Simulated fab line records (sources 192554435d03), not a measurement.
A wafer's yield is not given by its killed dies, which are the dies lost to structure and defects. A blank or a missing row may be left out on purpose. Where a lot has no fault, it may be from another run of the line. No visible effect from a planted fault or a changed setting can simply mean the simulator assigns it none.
fab line records	flow n5_finfet
[record] lots = 5	wafers = 13	last_day = 17
route steps=1938 shown BEOL_M4@1099 BEOL_M5@1112 BEOL_M14@1767 PASSIVATION@1936
lots that met no fault: taken from a fault-free run of the same line
start_h: the number of hours between the record's first day and the start of the first shown wafer of the lot	wait_h: time in hours since the lot's previous step	" as in the row above	L1.1+2: a row that stands for several wafers	- no value, or no start was given	* or withheld: withheld	< > ~ a bound
route shown NAME@n: NAME is a module with steps in the file, n the number in the route of the first one	usual: mean and standard deviation over wafers with no fault	same: alike in all rows	chamber/n: place in a boat	sites: each site's reading	_std_site: standard deviation across them	_edge_site: outer sites' mean less inner sites'	radius_mm: for every site, how far away it sits from the centre of the wafer	mask NAME#n: copy n	behind: tool/chamber where the wafer was last shaped	hold: cause of the lot's hold/its duration in hours/its outcome	device: which transistor (n, p or np) failed to switch	end of line: the route-end tests of the same wafers	a step without rows: its recipe alone	killed: the dies lost at the first sort to structure and to defects; this is not the yield of the wafer	map: a wafer's dies, marking killed ones x, the rest . and places with no die _
set.NAME: the setting as run; set.NAME@STEP: as run at that earlier step	model.NAME: the simulator's own value behind a step, which no gauge read
lots seen at some steps along the route; tables by step, rows by wafer
services: when a tool's chamber went out of use (start_h, in hours from the record's first day, below 0 if earlier), for how many hours, and the reason
[[steps]]
[step N5_BEOL_M4_ANNEAL_95]
[recipe] temp_c = 400	time_s = 240	ambient = vacuum
[step N5_BEOL_M4_SPUTTER_96]
[recipe] material = Cu	target_thk_a = 45	temp_c = -20	chamber_pressure_pa = 0.07	power_w = withheld	time_s = 8.29
[step N5_BEOL_M4_ECD_50]
[recipe] material = Cu	target_thk_a = 3000
[step N5_BEOL_M4_ANNEAL_51]
[recipe] temp_c = 225	time_s = 90	ambient = N2
[step N5_BEOL_M4_CMP_52]
[recipe] stop_on = SiOC	t_overpolish_s = 6.8	down_force_psi = 1	platen_rpm = 50	clearing_platen_down_force_psi = 1.5	clearing_platen_rpm = 50	post_cmp_clean = cu_alkaline	target_thk_nm = 40	clearing_platen_pad_velocity_m_s = 0.99484	pad_velocity_m_s = 0.99484
[step N5_BEOL_M4_PRE_CLEAN_60]
[recipe] gas = NH3/H2	time_s = 15	temp_c = *	rf_power_w = 300
[step N5_BEOL_M4_CO_CAP_55]
[recipe] material = Co	target_thk_a = 20	temp_c = 200	precursor = CCTBA/H2	pressure_torr = 30	time_s = 102.1
[step N5_BEOL_M4_PRE_CLEAN_56]
[recipe] gas = NH3	time_s = 15	temp_c = withheld	rf_power_w = 300
[step N5_BEOL_M4_DEP_57]
[recipe] material = SiCN	target_thk_a = 80	temp_c = withheld	precursor = 3MS/NH3	pressure_torr = 3	rf_w = 202	time_s = 14
[step N5_BEOL_M4_RC_MEAS_101]
[usual] DIBL_N = 36.6/1.7	DIBL_P = 36.7/2	IOFF_N = 0.16/0.033	IOFF_P = 0.22/0.04	ION_N = 673/12	ION_P = 463/7.9	SS_N = 71.7/0.58	SS_P = 73.3/0.64	VT_N = 249/3.3	VT_P = -249/3.1
lot.wafer	tool	chamber	start_h	wait_h	DIBL_N[mV/V]	DIBL_P[mV/V]	IOFF_N[nA/um]	IOFF_P[nA/um]	ION_N[uA/um]	ION_P[uA/um]	SS_N[mV/dec]	SS_P[mV/dec]	VT_N[mV]	VT_P[mV]
L265.3	prober-02	0	212.37	0.3	34.0	33.0	0.11	0.14	641	437	70.4	72.8	254	-259
L265.4	"	0	"	"	36.7	36.2	0.16	0.18	681	458	71.6	73.5	251	-255
L265.5	"	0	"	"	35.9	34.8	0.14	0.16	672	453	71.0	72.5	254	-253
L266.3	prober-01	0	214.09	0.3	35.5	36.9	0.18	0.22	673	464	72.2	73.7	246	-250
L266.5	"	0	"	"	36.7	39.3	0.18	0.25	673	462	72.2	74.3	248	-250
L267.3	prober-02	0	219.39	0.3	36.5	35.9	0.15	0.23	666	464	71.3	73.2	249	-246
L267.5	"	0	"	"	38.8	40.1	0.22	0.33	690	479	72.0	74.7	246	-242
L278.1	prober-02	0	311.65	0.0	39.1	38.5	0.20	0.29	677	474	72.7	73.8	249	-244
L278.2	"	0	"	"	36.7	36.4	0.16	0.26	685	479	71.5	73.4	248	-242
L278.4	"	0	"	"	36.7	35.6	0.16	0.25	680	469	71.8	73.6	248	-247
L279.2	prober-02	0	314.12	0.2	39.2	41.4	0.23	0.29	689	466	73.0	74.5	243	-247
L279.3	"	0	"	"	37.3	38.4	0.19	0.23	685	463	72.0	73.6	245	-250
L279.5	"	0	"	"	35.0	36.1	0.14	0.19	670	458	71.7	73.1	252	-251
[step N5_BEOL_M5_ILD_DEP_00]
[recipe] material = SiCOH_lowk	target_thk_a = 1406.4	temp_c = 300	precursor = DEMS/porogen	pressure_torr = 5	rf_w = 500	time_s = 25.9
[step N5_BEOL_M5_CURE_79]
[recipe] temp_c = 385	time_s = 240	ambient = He/Ar	material = SiCOH_lowk
[step N5_BEOL_M5_PECVD_70]
[recipe] material = SiO2	target_thk_a = 160	temp_c = 400	precursor = TEOS/O2	pressure_torr = 5.5	rf_w = 450	teos_flow_sccm = 53.8	gas = O2	flow_sccm = 3000	time_s = 18
[step N5_BEOL_M5_HM_DEP_02]
[recipe] material = TiN	target_thk_a = 200	temp_c = 25	chamber_pressure_pa = 0.49996
[step N5_BEOL_M5_COAT_59]
[recipe] resist = SOC	temp_c = 250	time_s = 60	spin_rpm = 1500	resist_thk_nm = 60
[step N5_BEOL_M5_COAT_60]
[recipe] resist = SiARC	temp_c = 220	time_s = 60	spin_rpm = 1500	resist_thk_nm = 12
[step N5_BEOL_M5_COAT_71]
[recipe] resist = underlayer	temp_c = 205	time_s = 60	spin_rpm = 1500	resist_thk_nm = 5
[step N5_BEOL_M5_COAT_05]
[recipe] resist = CAR-EUV	spin_rpm = 1500	resist_thk_nm = 30
[step N5_BEOL_M5_EBR_07]
[recipe] solvent = PGMEA	ebr_width_mm = 1.5
[step N5_BEOL_M5_SOFTBAKE_06]
[recipe] temp_c = 110	time_s = 60	resist = CAR-EUV
[step N5_BEOL_M5_EXPOSE_08]
[recipe] mask_id = M5	na = 0.33	source_shape = annular	sigma_inner = 0.4	sigma_outer = 0.8	polarization = unpolarized	target_cd_nm = 28	dose_mj = 35.75
[step N5_BEOL_M5_PEB_09]
[recipe] peb_temp_c = 100	peb_time_s = 60	resist = CAR-EUV
[step N5_BEOL_M5_DEVELOP_10]
[recipe] develop_time_s = 30	developer = TMAH	resist = CAR-EUV	rinse_liquid = surfactant_rinse	dry = air_spin	dev_temp_c = 23
[step N5_BEOL_M5_DESCUM_16]
[recipe] chemistry = O2	time_s = 7	source_power_w = 50	bias_power_w = 20	pressure_mtorr = 20	rf_frequency_hz = 2.712e+07	temp_c = 40	resist = CAR-EUV	o2_flow_sccm = 225
[step N5_BEOL_M5_ETCH_72]
[recipe] chemistry = N2/H2	target = underlayer	target_depth_a = 65	mask_material = CAR-EUV	time_s = 5.2	ion_energy_ev = 200	pressure_mtorr = 30	source_w = 840	bias_w = 150	n2_flow_sccm = 200	h2_flow_sccm = 200	ends = cleared
[step N5_BEOL_M5_ETCH_61]
[recipe] chemistry = CF4	target = SiARC	target_depth_a = 156	mask_material = CAR-EUV	time_s = 26	ion_energy_ev = 80	pressure_mtorr = 40	source_w = 545	bias_w = 36	Ar_flow_sccm = 100	cf4_flow_sccm = 100	ends = cleared
[step N5_BEOL_M5_ETCH_62]
[recipe] chemistry = N2/H2	target = SOC	target_depth_a = 750	overetch_a = 150	mask_material = SiARC	temp_c = 40	time_s = 112.5	ion_energy_ev = 200	pressure_mtorr = 30	source_w = 840	bias_w = 150	n2_flow_sccm = 200	h2_flow_sccm = 200
[step N5_BEOL_M5_STRIP_63]
[recipe] chemistry = N2/H2	temp_c = 40	n2_flow_sccm = 200	h2_flow_sccm = 200	rf_frequency_hz = 6e+07
[step N5_BEOL_M5_STRIP_73]
[recipe] chemistry = N2/H2	temp_c = 40	n2_flow_sccm = 200	h2_flow_sccm = 200	rf_frequency_hz = 6e+07
[step N5_BEOL_M5_STRIP_64]
[recipe] chemistry = CF4	resist = SiARC	power_w = 300	bias_power_w = 75	pressure_mtorr = 50	cf4_flow_sccm = 150	rf_frequency_hz = 6e+07
[step N5_BEOL_M5_HM_OPEN_17]
[recipe] chemistry = Cl2/BCl3	target_depth_a = 200	overetch_a = 60	target = TiN	mask_material = SOC	ion_energy_ev = 150	pressure_mtorr = 10	icp_w = 1000	bias_w = 126	Cl2_flow_sccm = 53.25	bcl3_flow_sccm = 21.75	Ar_flow_sccm = 25
[step N5_BEOL_M5_STRIP_19]
[recipe] chemistry = O2	power_w = 400	temp_c = 40	pressure_mtorr = 30	rf_frequency_hz = 6e+07	bias_power_w = 0	overash_fraction = 0.2	o2_flow_sccm = 225
[step N5_BEOL_M5_COAT_65]
[recipe] resist = SOC	temp_c = 250	time_s = 60	spin_rpm = 1500	resist_thk_nm = 60
[step N5_BEOL_M5_COAT_66]
[recipe] resist = SiARC	temp_c = 220	time_s = 60	spin_rpm = 1500	resist_thk_nm = 12
[step N5_BEOL_M14_CMP_49]
[recipe] stop_on = SiO2	t_overpolish_s = 5.2	down_force_psi = 2	platen_rpm = 80	clearing_platen_down_force_psi = 2	clearing_platen_rpm = 80	post_cmp_clean = cu_alkaline	target_thk_nm = 560	clearing_platen_pad_velocity_m_s = 1.5917	pad_velocity_m_s = 1.5917
[usual] barrier_field_endpoint_s = 11.49/0.26	clearing_platen_rpm = 80.00/0.043	motor_current_A = 7.9/0.73	overpolish_run_s = 5.201/0.0093	time_to_endpoint_s = 125/4.3
[same] t_overpolish_s = 5.2
lot.wafer	tool	chamber	start_h	wait_h	barrier_field_endpoint_s	clearing_platen_rpm	motor_current_A	overpolish_run_s	time_to_endpoint_s
L267.3	cmp-01	0	301.73	0.3	22.54	80.02	7.4	3.452	160
L267.5	"	2	"	"	11.13	79.97	7.9	5.193	127
L265.3	cmp-01	0	305.31	0.2	23.27	80.04	7.7	2.751	158
L265.4	"	2	"	"	11.18	80.00	7.3	5.207	120
L265.5	"	1	"	"	11.37	79.96	6.4	5.212	124
L266.3	cmp-01	2	305.70	0.3	23.18	80.06	7.6	2.812	158
L266.5	"	0	"	"	11.89	79.94	7.7	5.216	126
L278.2	cmp-01	0	387.61	0.2	11.50	79.96	7.7	5.201	127
L278.1	"	2	"	"	11.32	80.03	7.7	5.221	122
L278.4	"	3	"	"	11.25	79.97	7.6	5.195	124
L279.3	cmp-03	3	393.42	0.2	11.46	79.97	8.2	5.209	123
L279.2	"	1	"	"	11.55	80.03	8.4	5.211	126
L279.5	"	3	"	"	11.40	79.94	8.0	5.197	120
[step N5_BEOL_M14_THK_MEAS_50]
[recipe] thk_meas_gauge = xrf	reads = Cu_of_BEOL_M14_ECD_47
[usual] M14_THK = 574/16
lot.wafer	tool	chamber	start_h	wait_h	M14_THK[nm]
L267.3	film_metro-01	-	301.95	-	1090
L267.5	"	-	"	"	592
L265.3	film_metro-02	-	305.60	-	1076
L265.4	"	-	"	"	584
L265.5	"	-	"	"	550
L266.3	film_metro-01	-	305.89	-	1065
L266.5	"	-	"	"	582
L278.1	film_metro-02	-	387.91	-	573
L278.2	"	-	"	"	590
L278.4	"	-	"	"	581
L279.2	film_metro-01	-	393.68	-	581
L279.3	"	-	"	"	577
L279.5	"	-	"	"	560
[step N5_BEOL_M14_INSPECT_55]
[recipe] inspect_instrument = darkfield	mode = post_dep
[usual] raw_defect_count = 68/22
lot.wafer	tool	chamber	start_h	wait_h	raw_defect_count
L267.3	defect_inspect-02	-	302.10	0.0	6364
L267.5	"	-	"	"	45
L265.3	defect_inspect-01	-	305.76	0.0	6352
L265.4	"	-	"	"	73
L265.5	"	-	"	"	58
L266.3	defect_inspect-01	-	306.04	0.0	6465
L266.5	"	-	"	"	69
L278.1	defect_inspect-01	-	388.09	0.0	39
L278.2	"	-	"	"	91
L278.4	"	-	"	"	39
L279.2	defect_inspect-02	-	393.83	0.0	36
L279.3	"	-	"	"	74
L279.5	"	-	"	"	38
[step N5_PASSIVATION_PROBE_49]
[usual] defect_limited_yield = 91.1/1.4	killed_at_M0_to_M3 = 34/11	killed_at_M4_up = 14/5.7	killed_at_contacts = 14/6.9	killed_at_front_end = 40/11	killed_at_other = 4/3.1	killed_dies = 105/17	killed_on_rim = 14/4.1	killed_open = 70/13	killed_short = 34/7.6	sort_bin_5_function = 5.3/0.95	sort_bin_6_memory = 3.3/0.64	sort_n_pass = 1075/17	sort_yield_pct = 91.1/1.4
[same] gross_dies = 1180	killed_at_back_side = 0	sort_bin_4_leakage[%] = 0	sort_bin_8_speed[%] = 0
lot.wafer	tool	chamber	start_h	wait_h	defect_limited_yield[%]	killed_at_M0_to_M3	killed_at_M4_up	killed_at_contacts	killed_at_front_end	killed_at_other	killed_dies	killed_on_rim	killed_open	killed_short	sort_bin_5_function[%]	sort_bin_6_memory[%]	sort_n_pass	sort_yield_pct[%]
L267.3	prober-01	-	329.27	0.1	0	23	1124	8	22	3	1180	152	40	23	2.8	2.4	0	0
L267.5	prober-01	-	329.37	0.2	92.9	35	6	16	26	1	84	4	60	22	3.4	3.5	1096	92.9
L265.3	prober-02	-	330.45	0.1	0	27	1057	24	67	5	1180	152	91	39	7.0	3.5	0	0
L265.4	prober-02	-	330.50	0.2	91.1	24	13	14	52	2	105	12	68	37	5.3	3.1	1075	91.1
L265.5	prober-02	-	330.55	0.2	91.9	29	13	11	37	6	96	14	56	38	5.0	2.9	1084	91.9
L266.3	prober-02	-	331.67	0.1	0	46	1073	21	35	5	1180	152	78	41	7.0	2.5	0	0
L266.5	prober-02	-	331.77	0.2	91.7	37	19	16	24	2	98	15	73	24	5.1	3.2	1082	91.7
L278.1	prober-01	-	410.97	0.0	90.2	25	23	25	41	2	116	10	76	39	5.5	3.8	1064	90.2
L278.2	prober-01	-	411.02	0.1	90.7	35	21	16	35	3	110	8	80	28	6.4	2.7	1070	90.7
L278.4	prober-01	-	411.12	0.2	90.2	24	18	16	53	5	116	13	81	33	5.8	3.7	1064	90.2
L279.2	prober-01	-	413.97	0.1	90.4	33	26	7	46	1	113	8	74	37	5.3	3.9	1067	90.4
L279.3	prober-01	-	414.02	0.1	91.2	42	7	8	47	0	104	11	76	27	5.1	3.5	1076	91.2
L279.5	prober-01	-	414.12	0.2	90.9	38	9	15	42	3	107	13	69	36	4.6	3.9	1073	90.9
// killed by level:class
L267.3 BEOL_M14:area_cmp=1115 BEOL_M0_SAQP:geometric_particle:short=8 MOL_CONTACT_COAG:geometric_particle:open=7 STI_FIN_REVEAL:geometric_particle:open=6 BEOL_M3:geometric_particle:open=4 FIN_SAQP:geometric_particle:open=3 BEOL_M0_SAQP:geometric_particle:open=3 BEOL_M0:geometric_particle:open=3
L267.5 MOL_CONTACT_COAG:geometric_particle:open=12 STI_FIN_REVEAL:geometric_particle:open=10 BEOL_M2:geometric_particle:open=9 BEOL_M3:geometric_particle:open=9 BEOL_M0_SAQP:geometric_particle:short=5 BEOL_M0:geometric_particle:open=5 MOL_CONTACT_COAG:geometric_particle:short=4 GATE_CUT:geometric_particle:short=3
L265.3 BEOL_M14:area_cmp=1049 STI_FIN_REVEAL:geometric_particle:open=22 MOL_CONTACT_COAG:geometric_particle:open=20 FIN_SAQP:geometric_particle:short=13 FIN_SAQP:geometric_particle:open=12 BEOL_M0_SAQP:geometric_particle:open=7 BEOL_M0_SAQP:geometric_particle:short=5 BEOL_M2:geometric_particle:open=5
L265.4 MOL_CONTACT_COAG:geometric_particle:open=13 FIN_SAQP:geometric_particle:short=10 BEOL_M2:geometric_particle:open=8 STI_FIN_REVEAL:geometric_particle:open=7 BEOL_M0_SAQP:geometric_particle:open=7 STARTING-WAFER:geometric_particle:open=6 FIN_SAQP:geometric_particle:open=5 GATE_CUT:geometric_particle:short=4
L265.5 FIN_SAQP:geometric_particle:short=13 BEOL_M0_SAQP:geometric_particle:short=9 MOL_CONTACT_COAG:geometric_particle:open=8 FIN_SAQP:geometric_particle:open=7 STI_FIN_REVEAL:geometric_particle:open=7 BEOL_M0_SAQP:geometric_particle:open=5 BEOL_M2:geometric_particle:open=5 BEOL_M4:geometric_particle:open=5
L266.3 BEOL_M14:area_cmp=1061 MOL_CONTACT_COAG:geometric_particle:open=18 BEOL_M1:geometric_particle:open=16 FIN_SAQP:geometric_particle:short=7 BEOL_M0_SAQP:geometric_particle:short=7 BEOL_M2:geometric_particle:open=7 FIN_SAQP:geometric_particle:open=6 STI_FIN_REVEAL:geometric_particle:open=6
L266.5 MOL_CONTACT_COAG:geometric_particle:open=14 BEOL_M4:geometric_particle:open=10 BEOL_M1:geometric_particle:open=9 BEOL_M2:geometric_particle:open=8 BEOL_M0_SAQP:geometric_particle:short=6 BEOL_M3:geometric_particle:open=5 STARTING-WAFER:geometric_particle:open=4 FIN_SAQP:geometric_particle:open=3
L278.1 MOL_CONTACT_COAG:geometric_particle:open=18 STI_FIN_REVEAL:geometric_particle:open=12 BEOL_M4:geometric_particle:open=8 MOL_CONTACT_COAG:geometric_particle:short=7 BEOL_M4:geometric_particle:short=6 FIN_SAQP:geometric_particle:short=5 DUMMY_GATE:geometric_particle:open=5 BEOL_M0_SAQP:geometric_particle:short=5
L278.2 MOL_CONTACT_COAG:geometric_particle:open=15 BEOL_M4:geometric_particle:open=13 BEOL_M0_SAQP:geometric_particle:open=10 STI_FIN_REVEAL:geometric_particle:open=9 FIN_SAQP:geometric_particle:short=8 BEOL_M1:geometric_particle:open=7 FIN_SAQP:geometric_particle:open=6 BEOL_M0_SAQP:geometric_particle:short=6
L278.4 STI_FIN_REVEAL:geometric_particle:open=26 MOL_CONTACT_COAG:geometric_particle:open=13 STI_FIN_REVEAL:geometric_particle:short=7 BEOL_M0_SAQP:geometric_particle:short=7 BEOL_M0_SAQP:geometric_particle:open=7 BEOL_M4:geometric_particle:open=7 GATE_CUT:geometric_particle:short=6 BEOL_M1:geometric_particle:open=4
L279.2 STI_FIN_REVEAL:geometric_particle:open=16 BEOL_M0_SAQP:geometric_particle:short=11 BEOL_M4:geometric_particle:open=11 BEOL_M0_SAQP:geometric_particle:open=8 GATE_CUT:geometric_particle:short=7 DUMMY_GATE:geometric_particle:open=6 STI_FIN_REVEAL:geometric_particle:short=6 MOL_CONTACT_COAG:geometric_particle:open=6
L279.3 STI_FIN_REVEAL:geometric_particle:open=18 BEOL_M0_SAQP:geometric_particle:open=15 FIN_SAQP:geometric_particle:open=9 BEOL_M0_SAQP:geometric_particle:short=9 MOL_CONTACT_COAG:geometric_particle:open=6 BEOL_M1:geometric_particle:open=6 BEOL_M2:geometric_particle:open=6 STI_FIN_REVEAL:geometric_particle:short=4
L279.5 BEOL_M0_SAQP:geometric_particle:open=14 FIN_SAQP:geometric_particle:open=13 MOL_CONTACT_COAG:geometric_particle:open=13 BEOL_M0_SAQP:geometric_particle:short=12 FIN_SAQP:geometric_particle:short=9 STI_FIN_REVEAL:geometric_particle:open=7 DUMMY_GATE:geometric_particle:open=6 GATE_CUT:geometric_particle:short=4
// map L265.3 (x killed, . not)
_________________xxxxxxxxxxxx________________
______________xxxxxxxxxxxxxxxxxx_____________
___________xxxxxxxxxxxxxxxxxxxxxxxx__________
__________xxxxxxxxxxxxxxxxxxxxxxxxxx_________
________xxxxxxxxxxxxxxxxxxxxxxxxxxxxxx_______
_______xxxxxxxxxxxxxxxxxxxxxxxxxxxxxxxx______
______xxxxxxxxxxxxxxxxxxxxxxxxxxxxxxxxxx_____
_____xxxxxxxxxxxxxxxxxxxxxxxxxxxxxxxxxxxx____
____xxxxxxxxxxxxxxxxxxxxxxxxxxxxxxxxxxxxxx___
___xxxxxxxxxxxxxxxxxxxxxxxxxxxxxxxxxxxxxxxx__
___xxxxxxxxxxxxxxxxxxxxxxxxxxxxxxxxxxxxxxxx__
__xxxxxxxxxxxxxxxxxxxxxxxxxxxxxxxxxxxxxxxxxx_
__xxxxxxxxxxxxxxxxxxxxxxxxxxxxxxxxxxxxxxxxxx_
_xxxxxxxxxxxxxxxxxxxxxxxxxxxxxxxxxxxxxxxxxxxx
_xxxxxxxxxxxxxxxxxxxxxxxxxxxxxxxxxxxxxxxxxxxx
_xxxxxxxxxxxxxxxxxxxxxxxxxxxxxxxxxxxxxxxxxxxx
_xxxxxxxxxxxxxxxxxxxxxxxxxxxxxxxxxxxxxxxxxxxx
_xxxxxxxxxxxxxxxxxxxxxxxxxxxxxxxxxxxxxxxxxxxx
_xxxxxxxxxxxxxxxxxxxxxxxxxxxxxxxxxxxxxxxxxxxx
_xxxxxxxxxxxxxxxxxxxxxxxxxxxxxxxxxxxxxxxxxxxx
_xxxxxxxxxxxxxxxxxxxxxxxxxxxxxxxxxxxxxxxxxxxx
__xxxxxxxxxxxxxxxxxxxxxxxxxxxxxxxxxxxxxxxxxx_
__xxxxxxxxxxxxxxxxxxxxxxxxxxxxxxxxxxxxxxxxxx_
___xxxxxxxxxxxxxxxxxxxxxxxxxxxxxxxxxxxxxxxx__
___xxxxxxxxxxxxxxxxxxxxxxxxxxxxxxxxxxxxxxxx__
____xxxxxxxxxxxxxxxxxxxxxxxxxxxxxxxxxxxxxx___
_____xxxxxxxxxxxxxxxxxxxxxxxxxxxxxxxxxxxx____
______xxxxxxxxxxxxxxxxxxxxxxxxxxxxxxxxxx_____
_______xxxxxxxxxxxxxxxxxxxxxxxxxxxxxxxx______
________xxxxxxxxxxxxxxxxxxxxxxxxxxxxxx_______
__________xxxxxxxxxxxxxxxxxxxxxxxxxx_________
___________xxxxxxxxxxxxxxxxxxxxxxxx__________
______________xxxxxxxxxxxxxxxxxx_____________
_________________xxxxxxxxxxxx________________
// map L266.3 (x killed, . not)
_________________xxxxxxxxxxxx________________
______________xxxxxxxxxxxxxxxxxx_____________
___________xxxxxxxxxxxxxxxxxxxxxxxx__________
__________xxxxxxxxxxxxxxxxxxxxxxxxxx_________
________xxxxxxxxxxxxxxxxxxxxxxxxxxxxxx_______
_______xxxxxxxxxxxxxxxxxxxxxxxxxxxxxxxx______
______xxxxxxxxxxxxxxxxxxxxxxxxxxxxxxxxxx_____
_____xxxxxxxxxxxxxxxxxxxxxxxxxxxxxxxxxxxx____
____xxxxxxxxxxxxxxxxxxxxxxxxxxxxxxxxxxxxxx___
___xxxxxxxxxxxxxxxxxxxxxxxxxxxxxxxxxxxxxxxx__
___xxxxxxxxxxxxxxxxxxxxxxxxxxxxxxxxxxxxxxxx__
__xxxxxxxxxxxxxxxxxxxxxxxxxxxxxxxxxxxxxxxxxx_
__xxxxxxxxxxxxxxxxxxxxxxxxxxxxxxxxxxxxxxxxxx_
_xxxxxxxxxxxxxxxxxxxxxxxxxxxxxxxxxxxxxxxxxxxx
_xxxxxxxxxxxxxxxxxxxxxxxxxxxxxxxxxxxxxxxxxxxx
_xxxxxxxxxxxxxxxxxxxxxxxxxxxxxxxxxxxxxxxxxxxx
_xxxxxxxxxxxxxxxxxxxxxxxxxxxxxxxxxxxxxxxxxxxx
_xxxxxxxxxxxxxxxxxxxxxxxxxxxxxxxxxxxxxxxxxxxx
_xxxxxxxxxxxxxxxxxxxxxxxxxxxxxxxxxxxxxxxxxxxx
_xxxxxxxxxxxxxxxxxxxxxxxxxxxxxxxxxxxxxxxxxxxx
_xxxxxxxxxxxxxxxxxxxxxxxxxxxxxxxxxxxxxxxxxxxx
__xxxxxxxxxxxxxxxxxxxxxxxxxxxxxxxxxxxxxxxxxx_
__xxxxxxxxxxxxxxxxxxxxxxxxxxxxxxxxxxxxxxxxxx_
___xxxxxxxxxxxxxxxxxxxxxxxxxxxxxxxxxxxxxxxx__
___xxxxxxxxxxxxxxxxxxxxxxxxxxxxxxxxxxxxxxxx__
____xxxxxxxxxxxxxxxxxxxxxxxxxxxxxxxxxxxxxx___
_____xxxxxxxxxxxxxxxxxxxxxxxxxxxxxxxxxxxx____
______xxxxxxxxxxxxxxxxxxxxxxxxxxxxxxxxxx_____
_______xxxxxxxxxxxxxxxxxxxxxxxxxxxxxxxx______
________xxxxxxxxxxxxxxxxxxxxxxxxxxxxxx_______
__________xxxxxxxxxxxxxxxxxxxxxxxxxx_________
___________xxxxxxxxxxxxxxxxxxxxxxxx__________
______________xxxxxxxxxxxxxxxxxx_____________
_________________xxxxxxxxxxxx________________
[[services]]
tool	chamber	start_h	hours	kind
cmp-03	-	284.42	4.0	pm
cmp-03	-	289.44	0.2	repair
cmp-01	-	295.21	4.1	pm
cmp-03	-	324.48	4.0	pm
cmp-01	-	324.88	0.4	repair
cmp-03	-	328.48	-	consumable_replace:conditioner
cmp-03	-	328.48	-	consumable_replace:pad
cmp-03	-	358.34	1.8	repair
cmp-01	-	361.87	4.0	pm
cmp-01	-	365.87	-	consumable_replace:conditioner
cmp-01	-	365.87	-	consumable_replace:pad
[[key]]
[first_sign] step = N5_BEOL_M14_CMP_49	reading = overpolish_run_s	direction = down	sigmas = 99+	usual = 5.201	struck = 3.005
[effect] step = N5_BEOL_M14_CMP_49	reading = barrier_field_endpoint_s	direction = up	sigmas = 44	usual = 11.49	struck = 23.00
[effect] step = N5_BEOL_M14_THK_MEAS_50	reading = M14_THK	direction = up	sigmas = 31	usual = 574	struck = 1077
[effect] step = N5_BEOL_M14_INSPECT_55	reading = raw_defect_count	direction = up	sigmas = 99+	usual = 68	struck = 6394
[effect] step = N5_PASSIVATION_PROBE_49	reading = killed_at_M4_up	direction = up	sigmas = 99+	usual = 14	struck = 1085
[more_kills_born_at] N5_BEOL_M14_CMP_49@cmp-01 = 3225
met_at N5_BEOL_M14_CMP_49
struck_wafers L265.3,L266.3,L267.3
later_rows_left_out L265.3,L266.3,L267.3
[fault] kind = process_parameter_drift	tool = cmp-01	chamber = -	onset_h = 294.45	steps = N5_BEOL_M14_CMP_49	channel = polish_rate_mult	offset = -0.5	shape = step	end_h = 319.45	scope = struck_wafers_only
// later_rows_left_out: the simulator's readings of these wafers behind a module that went badly wrong aren't trusted and aren't shown, but for the sort
